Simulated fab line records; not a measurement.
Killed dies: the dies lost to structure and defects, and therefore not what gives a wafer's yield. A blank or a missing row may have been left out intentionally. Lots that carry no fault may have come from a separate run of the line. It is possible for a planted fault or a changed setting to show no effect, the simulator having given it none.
Chamber matching	flow n5-finfet	rie-diel-06 running N5_HKMG_FIN_STRIP_90: 4 sister chambers
The step strips SOC in N2/H2, time 20 s. 7 wafers are shown with their chamber, then 7 later ones without.

== WAFERS, EACH WITH ITS CHAMBER ==
wafer	chamber	showerhead-plenum-p-Torr (Torr)	drypump-motor-current-A (A)
L085.3	2	3.31	5.0
L085.5	1	3.24	5.8
L087.1	0	3.58	5.9
L087.2	1	3.24	5.8
L087.3	2	3.31	5.0
L091.2	0	3.57	5.8
L091.4	3	3.52	6.0

== WAFERS MISSING THEIR CHAMBER ==
wafer	showerhead-plenum-p-Torr (Torr)	drypump-motor-current-A (A)
L091.6	3.23	5.8
L094.2	3.51	6.1
L094.3	3.23	5.8
L094.6	3.23	5.8
L096.1	3.51	6.0
L096.3	3.23	5.8
L096.5	3.57	5.9

== WHICH CHAMBER EACH ONE RAN IN ==
wafer	from the rows above	in truth
L091.6	1	1
L094.2	3	3
L094.3	1	1
L094.6	1	1
L096.1	3	3
L096.3	1	1
L096.5	0	0
Correctly placed: 7 of 7. Not placeable from these rows: 0. Wrongly placed: 0.
How it was worked out, from the rows above alone: a wafer's distance from a chamber is the root of the sum, over the readings, of the square of ((its reading less the chamber's mean) divided by the reading's scatter). If the next closest chamber is less than 2 further off than the closest, the wafer can't be placed; otherwise it belongs to the closest. Each chamber's mean is taken over the wafers shown for it. The scatter: take each reading less its chamber's mean, square it, sum over the shown wafers, divide by the number of wafers less the number of chambers, and take the root.
